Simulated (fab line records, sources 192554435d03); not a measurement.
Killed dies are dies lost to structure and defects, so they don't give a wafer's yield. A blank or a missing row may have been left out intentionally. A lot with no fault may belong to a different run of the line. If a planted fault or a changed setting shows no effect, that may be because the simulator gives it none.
Chamber matching / flow n5-finfet / 4 sister chambers for N5_SD_EPI_N_ETCHBACK_44 on rie-diel-01
The step etches SiNx in CH3F/O2, stops on SiO2, target depth 14.5 nm. 8 wafers are shown with their chamber, then 10 later ones without.

## WAFERS WITH THEIR CHAMBER
wafer=L080.4; chamber=0; drypump-motor-current-A (A)=5.9; rf-vpp-V (V)=293
wafer=L088.3; chamber=0; drypump-motor-current-A (A)=5.9; rf-vpp-V (V)=297
wafer=L088.6; chamber=3; drypump-motor-current-A (A)=5.2; rf-vpp-V (V)=287
wafer=L090.4; chamber=3; drypump-motor-current-A (A)=5.3; rf-vpp-V (V)=289
wafer=L090.5; chamber=1; drypump-motor-current-A (A)=5.3; rf-vpp-V (V)=296
wafer=L090.6; chamber=2; drypump-motor-current-A (A)=5.9; rf-vpp-V (V)=292
wafer=L091.2; chamber=2; drypump-motor-current-A (A)=5.9; rf-vpp-V (V)=292
wafer=L091.4; chamber=1; drypump-motor-current-A (A)=5.3; rf-vpp-V (V)=298

## WAFERS WHOSE CHAMBER IS MISSING
wafer=L091.6; drypump-motor-current-A (A)=5.9; rf-vpp-V (V)=299
wafer=L093.1; drypump-motor-current-A (A)=5.9; rf-vpp-V (V)=297
wafer=L093.2; drypump-motor-current-A (A)=5.9; rf-vpp-V (V)=293
wafer=L093.6; drypump-motor-current-A (A)=5.9; rf-vpp-V (V)=291
wafer=L095.2; drypump-motor-current-A (A)=5.9; rf-vpp-V (V)=292
wafer=L095.3; drypump-motor-current-A (A)=5.9; rf-vpp-V (V)=298
wafer=L095.6; drypump-motor-current-A (A)=5.3; rf-vpp-V (V)=298
wafer=L097.1; drypump-motor-current-A (A)=5.9; rf-vpp-V (V)=298
wafer=L097.2; drypump-motor-current-A (A)=5.9; rf-vpp-V (V)=291
wafer=L097.4; drypump-motor-current-A (A)=5.9; rf-vpp-V (V)=297

## WHICH CHAMBER EACH ONE RAN IN
wafer=L091.6; from the rows above=can't be placed: 0 or 2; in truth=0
wafer=L093.1; from the rows above=can't be placed: 0 or 2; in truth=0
wafer=L093.2; from the rows above=can't be placed: 2 or 0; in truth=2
wafer=L093.6; from the rows above=can't be placed: 2 or 0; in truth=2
wafer=L095.2; from the rows above=can't be placed: 2 or 0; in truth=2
wafer=L095.3; from the rows above=can't be placed: 0 or 2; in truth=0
wafer=L095.6; from the rows above=1; in truth=1
wafer=L097.1; from the rows above=can't be placed: 0 or 2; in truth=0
wafer=L097.2; from the rows above=can't be placed: 2 or 0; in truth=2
wafer=L097.4; from the rows above=can't be placed: 0 or 2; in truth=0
Correctly placed: 1 of 10. Cannot be placed on the basis of these rows: 9; the candidates contain the true chamber in 9. 0 placed wrongly.
How it was worked out, from the rows above alone: a wafer's distance from a chamber is the root of the sum, over the readings, of the square of ((its reading less the chamber's mean) divided by the reading's scatter). If the next closest chamber is less than 2 further off than the closest, the wafer can't be placed; otherwise it belongs to the closest. The mean given for a chamber averages the wafers shown for that chamber. The scatter: the root of (the sum of the squares of (reading less its chamber's mean) over the shown wafers, divided by (wafers less chambers)).
